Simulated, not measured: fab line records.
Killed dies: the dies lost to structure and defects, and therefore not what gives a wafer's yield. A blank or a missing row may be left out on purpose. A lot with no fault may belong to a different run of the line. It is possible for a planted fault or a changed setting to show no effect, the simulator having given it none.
fab line records	flow nandHarc
[record] lots = 6	wafers = 18	lastDay = 33
route steps=1302 shown A_CHANNEL_HOLE_D2@598 A_CHANNEL_FILL_D2@610 END@1302
lots that met no fault: from a run of the same line without faults
startH: start of the lot's first displayed wafer, in hours after the record's first day	waitH: time in hours since the lot's previous step	" the same as in the row above	L1.1+2: several wafers, shown together as one row	- no value present, or no start provided	* or withheld: withheld	< > ~ a bound
route shown NAME@n: NAME is a module with steps in the file, n the number in the route of the first one	usual: the fault-free wafers' mean and standard deviation	same: alike in all rows	chamber/n: place in a boat	sites: per-site readings	_std_site: how widely they spread, as a standard deviation	_edge_site: inner sites' mean taken away from outer sites' mean	radiusMm: for every site, how far away it sits from the centre of the wafer	mask NAME#n: copy n	behind: the tool/chamber that last shaped the wafer	hold: why the lot went on hold/how many hours it stayed there/how the hold came to an end	device: whichever transistor did not switch (one of n, p or np)	end of line: the same wafers' tests at the end of the route	a step given without rows: its recipe and nothing more	killed: at the first sort, the dies lost to defects and structure; wafer yield is something else	map: shows each die of a wafer: x if killed, . if not, _ if none is there
set.NAME: setting as actually run; set.NAME@STEP: the setting as run at that earlier step	model.NAME: the simulator's own value behind a step, which no gauge read
lots at selected steps of the route; one table per step, one row per wafer
services: the hour from which a tool's chamber was out of use, counted from the record's first day as startH (under 0 if before that day), plus the number of hours and why
[[steps]]
[step NHARC_A_CHANNEL_HOLE_D2_ETCH_26]
[recipe] biasV = 300	sourceW = 2000	pressureMtorr = 30	timeS = 224.1	arFlowSccm = 375	c4f8FlowSccm = 11.4	o2FlowSccm = 113.6	tempC = -20	targetDepthA = 3000	chemistry = C4F8/O2/Ar
[usual] biasV = 299.4/3	drypumpMotorCurrentA = 5.9/0.42	showerheadPlenumPTorr = 3.71/0.18	throttleValvePct = 24.583/0.0096
lot.wafer	tool	chamber	startH	waitH	biasV	drypumpMotorCurrentA	rfHoursCounterH	showerheadPlenumPTorr	throttleValvePct
L903.1	harEtch-02	0	373.40	0.7	295.3	6.0	409	3.52	24.573
L903.2	"	1	"	"	296.6	6.3	409	3.49	24.578
L903.5	"	0	"	"	303.7	6.0	-	3.52	24.577
L906.1	harEtch-02	1	402.74	0.6	300.7	6.3	8	3.99	24.584
L906.4	"	1	"	"	297.8	6.2	-	3.99	24.586
L906.5	"	1	"	"	300.6	6.3	-	3.99	24.586
L907.1	harEtch-01	0	411.86	0.7	300.9	5.3	225	3.71	24.576
L907.2	"	1	"	"	302.0	6.3	225	3.56	24.589
L907.3	"	0	"	"	299.7	5.3	-	3.71	24.589
L913.2	harEtch-02	0	458.92	0.7	299.6	6.0	34	3.97	24.588
L913.4	"	0	"	"	297.3	6.0	-	3.97	24.583
L913.5	"	0	"	"	298.1	6.0	-	3.97	24.580
L914.2	harEtch-02	0	477.74	0.7	297.4	6.0	50	3.96	24.579
L914.1	"	1	"	"	300.5	6.3	50	3.96	24.580
L914.5	"	1	"	"	295.8	6.3	-	3.96	24.593
L918.2	harEtch-02	0	528.51	0.7	296.5	6.0	76	3.95	24.574
L918.1	"	1	"	"	294.6	6.2	76	3.95	24.587
L918.6	"	1	"	"	291.5	6.3	-	3.95	24.574
[step NHARC_A_CHANNEL_HOLE_D2_ETCH_27]
[recipe] biasV = 400	sourceW = 2000	pressureMtorr = 25	timeS = 90	arFlowSccm = 375	c4f8FlowSccm = 41.7	o2FlowSccm = 83.3	tempC = -20	targetDepthA = 4000	chemistry = C4F8/O2/Ar
[usual] biasV = 399/4.2	drypumpMotorCurrentA = 5.9/0.42	showerheadPlenumPTorr = 3.71/0.17	throttleValvePct = 27.620/0.0093
lot.wafer	tool	chamber	startH	waitH	biasV	drypumpMotorCurrentA	rfHoursCounterH	showerheadPlenumPTorr	throttleValvePct
L903.1	harEtch-02	0	373.60	0.2	391	6.0	409	3.52	27.615
L903.2	"	1	"	"	402	6.3	409	3.49	27.637
L903.5	"	0	"	"	402	6.0	-	3.52	27.600
L906.1	harEtch-02	1	402.94	0.2	396	6.2	8	3.98	27.612
L906.4	"	1	"	"	398	6.2	-	3.98	27.634
L906.5	"	1	"	"	402	6.2	-	3.98	27.625
L907.1	harEtch-01	0	412.05	0.2	404	5.3	225	3.70	27.620
L907.2	"	1	"	"	398	6.3	225	3.56	27.637
L907.3	"	0	"	"	406	5.3	-	3.70	27.620
L913.2	harEtch-02	0	459.12	0.2	398	6.0	35	3.96	27.631
L913.4	"	0	"	"	403	6.0	-	3.96	27.601
L913.5	"	0	"	"	399	6.0	-	3.96	27.614
L914.2	harEtch-02	0	477.95	0.2	401	6.0	50	3.95	27.625
L914.1	"	1	"	"	401	6.2	50	3.95	27.624
L914.5	"	1	"	"	396	6.2	-	3.95	27.609
L918.2	harEtch-02	0	528.70	0.2	397	6.0	76	3.94	27.607
L918.1	"	1	"	"	396	6.2	76	3.94	27.631
L918.6	"	1	"	"	392	6.3	-	3.94	27.617
[step NHARC_A_CHANNEL_HOLE_D2_STRIP_41]
[recipe] n2FlowSccm = 150	h2FlowSccm = 150	arFlowSccm = 0	biasW = 0	chemistry = N2/H2
[step NHARC_A_CHANNEL_HOLE_D2_STRIP_42]
[recipe] cf4FlowSccm = 100	chf3FlowSccm = 30	arFlowSccm = 0	biasW = 0	chemistry = CF4/CHF3
[step NHARC_A_CHANNEL_HOLE_D2_STRIP_43]
[recipe] o2FlowSccm = 400	cosFlowSccm = 20	arFlowSccm = 0	biasW = 0	chemistry = O2/COS
[step NHARC_A_CHANNEL_HOLE_D2_ETCH_44]
[recipe] targetDepthA = 1400	overetchA = 140	timeS = 77	ionEnergyEv = 100	cf4FlowSccm = 80	o2FlowSccm = 20	arFlowSccm = 0	rfW = 300	biasW = 100	chemistry = CF4/O2
[usual] drypumpMotorCurrentA = 5.7/0.45	oesProductAu = 0.999/0.0093	rfVppV = 198.1/1.4	showerheadPlenumPTorr = 1.35/0.056	throttleValvePct = 13.397/0.0092
lot.wafer	tool	chamber	startH	waitH	drypumpMotorCurrentA	oesProductAu	rfHoursCounterH	rfVppV	showerheadPlenumPTorr	throttleValvePct
L903.2	rieDiel-04	3	374.35	0.1	5.7	1.002	1.0	199.5	1.41	13.402
L903.1	"	1	"	"	5.7	1.006	0.7	199.7	1.41	13.395
L903.5	"	0	"	"	6.5	0.973	-	198.5	1.40	13.387
L906.1	rieDiel-04	0	403.67	0.1	6.5	0.994	1.8	199.2	1.40	13.402
L906.4	"	1	"	"	5.7	0.998	1.7	200.4	1.41	13.387
L906.5	"	2	"	"	5.5	0.994	-	197.9	1.33	13.395
L907.1	rieDiel-09	3	412.80	0.1	5.1	1.003	5.3	197.5	1.33	13.388
L907.2	"	0	"	"	5.5	0.999	6.0	198.7	1.38	13.402
L907.3	"	2	"	"	5.7	1.004	4.7	197.0	1.29	13.381
L913.2	rieDiel-04	0	459.87	0.1	6.5	0.994	4.4	200.1	1.40	13.418
L913.4	"	2	"	"	5.4	0.993	4.5	197.0	1.33	13.402
L913.5	"	0	"	"	6.5	1.002	-	199.3	1.40	13.403
L914.2	rieDiel-04	1	478.70	0.1	5.7	0.992	4.3	198.6	1.41	13.397
L914.1	"	3	"	"	5.8	0.990	5.2	200.2	1.41	13.391
L914.5	"	0	"	"	6.5	0.994	-	199.1	1.40	13.398
L918.1	rieDiel-09	0	529.47	0.1	5.5	0.996	0.8	199.1	1.37	13.396
L918.2	"	1	"	"	5.8	1.006	0.5	196.2	1.27	13.386
L918.6	"	2	"	"	5.7	0.988	-	197.4	1.29	13.392
[step NHARC_A_CHANNEL_HOLE_D2_STRIP_28]
[recipe] o2FlowSccm = 500	arFlowSccm = 0	biasW = 0	chemistry = O2
[usual] drypumpMotorCurrentA = 5.7/0.44	oesProductAu = 0.999/0.0089	rfVppV = 57.8/0.93	showerheadPlenumPTorr = 3.55/0.14	throttleValvePct = 17.036/0.0084
lot.wafer	tool	chamber	startH	waitH	drypumpMotorCurrentA	oesProductAu	rfHoursCounterH	rfVppV	showerheadPlenumPTorr	throttleValvePct
L903.2	rieDiel-04	0	-	-	6.5	0.988	0.9	59.3	3.68	17.037
L903.1	"	3	"	"	5.8	0.995	1.1	59.1	3.71	17.038
L903.5	"	1	"	"	5.8	1.005	-	58.6	3.71	17.025
L906.1	rieDiel-04	3	-	-	5.8	0.988	2.4	56.6	3.71	17.030
L906.4	"	0	"	"	6.5	0.985	1.9	58.3	3.68	17.044
L906.5	"	3	"	"	5.8	0.992	-	58.1	3.71	17.047
L907.1	rieDiel-09	0	-	-	5.5	1.010	6.1	57.7	3.63	17.049
L907.3	"	2	"	"	5.7	1.014	4.8	56.7	3.42	17.037
L907.2	"	3	"	"	5.0	1.006	5.4	56.2	3.51	17.034
L913.2	rieDiel-04	0	-	-	6.5	0.993	4.5	58.5	3.68	17.035
L913.4	"	2	"	"	5.5	0.989	4.5	58.7	3.51	17.033
L913.5	"	0	"	"	6.5	0.999	-	57.4	3.68	17.047
L914.2	rieDiel-04	0	-	-	6.5	0.993	4.8	58.3	3.68	17.041
L914.1	"	1	"	"	5.7	0.992	4.4	58.5	3.71	17.037
L914.5	"	3	"	"	5.8	0.999	-	58.8	3.71	17.043
L918.2	rieDiel-09	2	-	-	5.7	0.996	0.6	57.0	3.42	17.022
L918.1	"	0	"	"	5.5	0.995	0.8	58.5	3.63	17.049
L918.6	"	3	"	"	5.1	0.998	-	55.7	3.50	17.039
[step NHARC_A_CHANNEL_HOLE_D2_PRECLEAN_29]
[recipe] timeS = *	tempC = 50	bathAgeMin = 0	chemistry = SC1
[step NHARC_A_CHANNEL_HOLE_D2_SRD_30]
[step NHARC_A_CHANNEL_HOLE_D2_CD_MEAS_31]
[usual] cdNm = 90.1/1.3
lot.wafer	tool	chamber	startH	waitH	cdNm
L903.1	cdSem-02	-	375.15	-	91.0
L903.2	"	-	"	"	90.2
L903.5	"	-	"	"	88.9
L906.1	cdSem-01	-	404.45	-	91.3
L906.4	"	-	"	"	90.2
L906.5	"	-	"	"	90.7
L907.1	cdSem-01	-	413.59	-	90.4
L907.2	"	-	"	"	91.6
L907.3	"	-	"	"	90.5
L913.2	cdSem-02	-	460.66	-	89.5
L913.4	"	-	"	"	90.9
L913.5	"	-	"	"	88.6
L914.1	cdSem-03	-	479.49	-	89.9
L914.2	"	-	"	"	91.7
L914.5	"	-	"	"	91.3
L918.1	cdSem-01	-	530.25	-	91.3
L918.2	"	-	"	"	91.0
L918.6	"	-	"	"	88.9
[step NHARC_A_CHANNEL_HOLE_D2_XSEM_32]
[recipe] landingEnergyEv = 35000
[usual] botCdNm = 74.8/1.5	bowNm = 8.62/0.28	tiltDeg = 0.08/0.038
lot.wafer	tool	chamber	startH	waitH	botCdNm	bowNm	tiltDeg
L903.1	xsem-02	0	375.24	0.1	75.8	8.62	0.05
L903.2	"	0	"	"	76.0	8.55	0.05
L903.5	"	0	"	"	74.6	8.64	0.06
L906.1	xsem-02	0	404.54	0.1	76.4	8.28	0.05
L906.4	"	0	"	"	75.1	8.33	0.05
L906.5	"	0	"	"	75.0	8.27	0.05
L907.1	xsem-01	0	413.68	0.1	75.2	8.95	0.09
L907.2	"	0	"	"	76.6	8.99	0.09
L907.3	"	0	"	"	75.4	9.06	0.09
L913.2	xsem-01	0	460.74	0.1	74.6	8.38	0.04
L913.4	"	0	"	"	76.2	8.36	0.04
L913.5	"	0	"	"	72.9	8.36	0.04
L914.1	xsem-02	0	479.58	0.1	75.0	8.06	0.08
L914.2	"	0	"	"	77.4	8.04	0.08
L914.5	"	0	"	"	76.3	8.07	0.08
L918.1	xsem-01	0	530.33	0.1	76.2	8.78	0.12
L918.2	"	0	"	"	76.9	8.80	0.12
L918.6	"	0	"	"	73.8	8.74	0.12
[step NHARC_A_CHANNEL_HOLE_D2_INSPECT_40]
[usual] rawDefectCount = 275/94
lot.wafer	tool	chamber	startH	waitH	rawDefectCount
L903.1	defectInspect-02	-	375.34	-	238
L903.2	"	-	"	"	422
L903.5	"	-	"	"	285
L906.1	defectInspect-02	-	404.64	-	206
L906.4	"	-	"	"	314
L906.5	"	-	"	"	240
L907.1	defectInspect-01	-	413.77	-	369
L907.2	"	-	"	"	171
L907.3	"	-	"	"	276
L913.2	defectInspect-01	-	460.84	-	205
L913.4	"	-	"	"	341
L913.5	"	-	"	"	222
L914.1	defectInspect-01	-	479.68	-	441
L914.2	"	-	"	"	388
L914.5	"	-	"	"	261
L918.1	defectInspect-01	-	530.43	-	317
L918.2	"	-	"	"	486
L918.6	"	-	"	"	275
[step NHARC_A_CHANNEL_FILL_D2_PRECLEAN_00]
[recipe] timeS = *	tempC = 50	bathAgeMin = 0	chemistry = SC1
[usual] bathAgeMin = 0/0	bathGuardTempC = 50.1/0.47	diwFlowMLMin = 1415/4.1
lot.wafer	tool	chamber	startH	waitH	bathAgeMin	bathGuardTempC	diwFlowMLMin
L903.5	wetBench-02	4	375.40	0.1	0	50.3	1418
L903.1	"	5	"	"	0	48.9	1418
L903.2	"	6	"	"	0	50.0	1411
L906.1	wetBench-02	7	404.69	0.1	-	-	-
L906.4	"	1	"	"	-	-	-
L906.5	"	3	"	"	-	-	-
L907.1	wetBench-02	7	413.83	0.1	-	-	-
L907.2	"	1	"	"	-	-	-
L907.3	"	2	"	"	-	-	-
L913.4	wetBench-04	0	460.89	0.0	0	50.8	1414
L913.5	"	1	"	"	0	49.8	1417
L913.2	"	4	"	"	0	50.3	1419
L914.2	wetBench-06	4	479.74	0.1	0	49.9	1413
L914.5	"	5	"	"	0	50.8	1410
L914.1	"	6	"	"	0	50.2	1416
L918.1	wetBench-04	6	530.48	0.1	0	49.6	1419
L918.6	"	0	"	"	0	50.5	1415
L918.2	"	2	"	"	0	49.8	1424
[step NHARC_A_CHANNEL_FILL_D2_SRD_01]
[step NHARC_END_SORT_01]
[recipe] tempC = 25
[usual] killedAtArray = 50/20	killedAtOther = 1.2/1.5	killedAtPeriphery = 3.6/2.6	killedDies = 55/20	killedOpen = 3.4/2	killedShort = 2.7/1.6
[same] grossDies = 677
lot.wafer	tool	chamber	startH	waitH	killedAtArray	killedAtOther	killedAtPeriphery	killedDies	killedOpen	killedShort
L903.1	prober-02	0	645.25	2.5	61	0	3	64	4	1
L903.2	prober-02	0	646.05	2.8	88	0	2	90	4	2
L903.5	prober-02	0	648.47	3.7	68	0	6	74	3	3
L906.1	prober-02	0	664.36	2.5	48	1	1	50	3	4
L906.4	prober-02	0	666.81	3.5	52	1	2	55	4	2
L906.5	prober-02	0	667.63	3.8	54	0	3	57	4	1
L907.1	prober-02	0	680.06	2.5	23	3	2	28	2	2
L907.2	prober-02	0	680.85	2.8	47	2	1	50	2	2
L907.3	prober-02	0	681.64	3.1	67	0	5	72	8	8
L913.2	prober-01	0	716.19	2.8	45	3	6	54	6	4
L913.4	prober-01	0	717.79	3.4	21	2	3	26	3	3
L913.5	prober-01	0	718.59	3.7	54	2	3	59	5	2
L914.1	prober-02	0	745.03	2.5	64	1	7	72	7	4
L914.2	prober-02	0	745.83	2.8	49	0	1	50	2	1
L914.5	prober-02	0	748.23	3.7	48	0	7	55	6	2
L918.1	prober-01	0	780.74	2.5	44	0	1	45	2	1
L918.2	prober-01	0	781.54	2.8	24	0	10	34	0	3
L918.6	prober-01	0	784.76	4.0	32	0	7	39	4	2
// killed by level:class
L903.1 A_CHANNEL_HOLE_D2:chamberFilmFlake=36 A_SLIT:chamberFilmFlake=8 A_CHANNEL_HOLE_D1:chamberFilmFlake=6 A_CONTACT:chamberFilmFlake=4 A_STAIRCASE:chamberFilmFlake=2 P_CONTACT:geometricParticle:open=1 A_ONON_D1:geometricParticle:open=1 A_CHANNEL_FILL_D1:geometricParticle:short=1
L903.2 A_CHANNEL_HOLE_D2:chamberFilmFlake=36 A_SLIT:chamberFilmFlake=33 A_CONTACT:chamberFilmFlake=7 A_CHANNEL_HOLE_D1:chamberFilmFlake=3 A_ZERO_WELL:chamberFilmFlake=2 A_ONON_D1:geometricParticle:short=1 A_ONON_D1:geometricParticle:open=1 A_CHANNEL_FILL_D1:geometricParticle:open=1
L903.5 A_CHANNEL_HOLE_D2:chamberFilmFlake=29 A_SLIT:chamberFilmFlake=26 A_CONTACT:chamberFilmFlake=4 P_M2:chamberFilmFlake=3 P_GATE:chamberFilmFlake=2 A_STAIRCASE:chamberFilmFlake=2 P_M0:geometricParticle:open=1 A_ONON_D1:geometricParticle:open=1
L906.1 A_CHANNEL_HOLE_D1:chamberFilmFlake=30 A_CONTACT:chamberFilmFlake=6 A_SLIT:chamberFilmFlake=2 P_CONTACT:geometricParticle:open=1 A_DECK1_JOINT:geometricParticle:short=1 A_ONON_D2:geometricParticle:short=1 A_ONON_D2:geometricParticle:open=1 A_CHANNEL_FILL_D2:geometricParticle:short=1
L906.4 A_CHANNEL_HOLE_D1:chamberFilmFlake=35 A_CONTACT:chamberFilmFlake=7 A_SLIT:chamberFilmFlake=4 P_CONTACT:geometricParticle:open=2 A_CHANNEL_FILL_D2:geometricParticle:short=2 A_CHANNEL_FILL_D2:geometricParticle:open=2 A_CHANNEL_FILL_D1:chamberFilmFlake=1 A_CHANNEL_HOLE_D2:chamberFilmFlake=1
L906.5 A_CHANNEL_HOLE_D1:chamberFilmFlake=38 A_CONTACT:chamberFilmFlake=9 A_CHANNEL_HOLE_D2:chamberFilmFlake=2 P_STI:geometricParticle:short=1 P_CONTACT:geometricParticle:open=1 A_CHANNEL_FILL_D1:geometricParticle:open=1 A_SGD_CUT:geometricParticle:open=1 A_BLC:geometricParticle:open=1
L907.1 A_CONTACT:chamberFilmFlake=9 A_SLIT:chamberFilmFlake=8 A_STAIRCASE:chamberFilmFlake=3 THIN_TSV:chamberFilmFlake=3 P_M0:geometricParticle:open=1 A_SOURCE_PLATE:geometricParticle:short=1 A_ONON_D2:geometricParticle:open=1 A_WL_FILL:geometricParticle:short=1
L907.2 A_SLIT:chamberFilmFlake=23 A_CHANNEL_HOLE_D2:chamberFilmFlake=12 A_CONTACT:chamberFilmFlake=5 A_CHANNEL_HOLE_D1:chamberFilmFlake=3 THIN_TSV:chamberFilmFlake=2 P_STI:geometricParticle:open=1 A_ONON_D1:geometricParticle:short=1 A_WL_FILL:geometricParticle:short=1
L907.3 A_SLIT:chamberFilmFlake=31 A_CONTACT:chamberFilmFlake=9 A_CHANNEL_HOLE_D1:chamberFilmFlake=7 A_CHANNEL_HOLE_D2:chamberFilmFlake=4 P_M0:geometricParticle:short=2 A_CHANNEL_FILL_D1:geometricParticle:open=2 A_ONON_D2:geometricParticle:open=2 A_ONON_D2:geometricParticle:short=2
L913.2 A_SLIT:chamberFilmFlake=30 A_CHANNEL_HOLE_D1:chamberFilmFlake=3 A_CONTACT:chamberFilmFlake=3 P_M0:geometricParticle:open=2 A_M0:geometricParticle:open=2 P_CONTACT:chamberFilmFlake=2 THIN_TSV:chamberFilmFlake=2 P_CONTACT:geometricParticle:short=1
L913.4 A_SLIT:chamberFilmFlake=9 A_WL_FILL:chamberFilmFlake=3 A_CHANNEL_HOLE_D1:chamberFilmFlake=2 A_CHANNEL_HOLE_D2:chamberFilmFlake=2 THIN_TSV:chamberFilmFlake=2 P_CONTACT:geometricParticle:open=1 P_M0:geometricParticle:short=1 P_M2:geometricParticle:open=1
L913.5 A_SLIT:chamberFilmFlake=35 A_CHANNEL_HOLE_D1:chamberFilmFlake=5 A_WL_FILL:chamberFilmFlake=3 A_BLC:chamberFilmFlake=3 P_CONTACT:geometricParticle:open=2 A_CONTACT:chamberFilmFlake=2 THIN_TSV:chamberFilmFlake=2 A_ONON_D1:geometricParticle:open=1
L914.1 A_CHANNEL_HOLE_D1:chamberFilmFlake=39 A_CONTACT:chamberFilmFlake=11 A_STAIRCASE:chamberFilmFlake=4 P_M0:geometricParticle:open=3 A_SLIT:chamberFilmFlake=3 A_M0:geometricParticle:open=2 A_WL_FILL:chamberFilmFlake=2 P_GATE:geometricParticle:short=1
L914.2 A_CHANNEL_HOLE_D1:chamberFilmFlake=31 A_CONTACT:chamberFilmFlake=7 A_SLIT:chamberFilmFlake=3 A_DECK1_JOINT:chamberFilmFlake=2 A_ONON_D1:geometricParticle:open=1 A_ONON_D2:geometricParticle:short=1 A_ONON_D2:geometricParticle:open=1 P_GATE:chamberFilmFlake=1
L914.5 A_CHANNEL_HOLE_D1:chamberFilmFlake=32 A_SLIT:chamberFilmFlake=4 A_CONTACT:chamberFilmFlake=4 A_STAIRCASE:chamberFilmFlake=3 P_CONTACT:geometricParticle:open=2 P_M0:geometricParticle:open=2 P_GATE:geometricParticle:short=1 P_M1:geometricParticle:open=1
L918.1 A_CHANNEL_HOLE_D1:chamberFilmFlake=17 A_SLIT:chamberFilmFlake=7 A_SGD_CUT:chamberFilmFlake=7 A_STAIRCASE:chamberFilmFlake=5 A_CONTACT:chamberFilmFlake=4 P_CONTACT:geometricParticle:open=1 A_ONON_D1:geometricParticle:short=1 A_ONON_D2:geometricParticle:open=1
L918.2 A_CHANNEL_HOLE_D1:chamberFilmFlake=8 A_SLIT:chamberFilmFlake=7 P_BONDPAD:chamberFilmFlake=6 A_STAIRCASE:chamberFilmFlake=4 P_GATE:chamberFilmFlake=3 P_CONTACT:geometricParticle:short=1 A_ONON_D1:geometricParticle:short=1 A_CHANNEL_FILL_D1:geometricParticle:short=1
L918.6 A_CHANNEL_HOLE_D1:chamberFilmFlake=6 P_BONDPAD:chamberFilmFlake=5 A_STAIRCASE:chamberFilmFlake=5 A_CONTACT:chamberFilmFlake=5 A_SGD_CUT:chamberFilmFlake=4 A_SLIT:chamberFilmFlake=4 A_CHANNEL_HOLE_D2:chamberFilmFlake=2 P_CONTACT:geometricParticle:short=1
[[services]]
tool	chamber	startH	hours	kind
rieDiel-04	-	354.90	9.0	pm
rieDiel-04	0	354.90	9.0	ventCycle
rieDiel-04	1	354.90	9.0	ventCycle
rieDiel-04	2	354.90	9.0	ventCycle
rieDiel-04	3	354.90	9.0	ventCycle
rieDiel-04	0	363.90	-	clean
wetBench-06	-	369.60	8.0	pm
xsem-01	-	374.00	14.0	pm
harEtch-02	-	377.75	17.0	pm
harEtch-02	0	377.75	17.0	ventCycle
harEtch-02	1	377.75	17.0	ventCycle
harEtch-02	0	394.75	-	clean
harEtch-02	0	394.75	-	consumableReplace:focusRing
harEtch-02	0	394.75	-	consumableReplace:showerhead
harEtch-02	1	394.75	-	clean
harEtch-02	1	394.75	-	consumableReplace:focusRing
harEtch-02	1	394.75	-	consumableReplace:showerhead
rieDiel-09	2	399.55	5.6	repair
wetBench-04	-	403.20	8.0	pm
rieDiel-09	3	404.98	7.5	repair
wetBench-02	-	420.00	8.0	pm
rieDiel-09	1	466.30	2.0	repair
rieDiel-09	2	490.04	10.1	repair
rieDiel-09	-	497.97	9.0	pm
[[key]]
[firstSign] step = NHARC_A_CHANNEL_FILL_D2_PRECLEAN_00	reading = toolRecord	direction = missing
effect none on later readings
metAt NHARC_A_CHANNEL_FILL_D2_PRECLEAN_00
struckWafers L906.1,L906.4,L906.5,L907.1,L907.2,L907.3
testerLeftOut L906,L907
onsetBetween 375.40 404.69
[fault] kind = skippedStepWhole	tool = wetBench-02	chamber = -	onsetH = 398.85	steps = NHARC_A_CHANNEL_FILL_D2_PRECLEAN_00	scope = struckLotsOnly
// testerLeftOut: of these lots the tester's yield and bins aren't shown, on N5 and GAA mostly nor the transistor test; their killed dies are dies lost to structure and defects alone, not to doping, threshold or leakage, so they don't give the yield
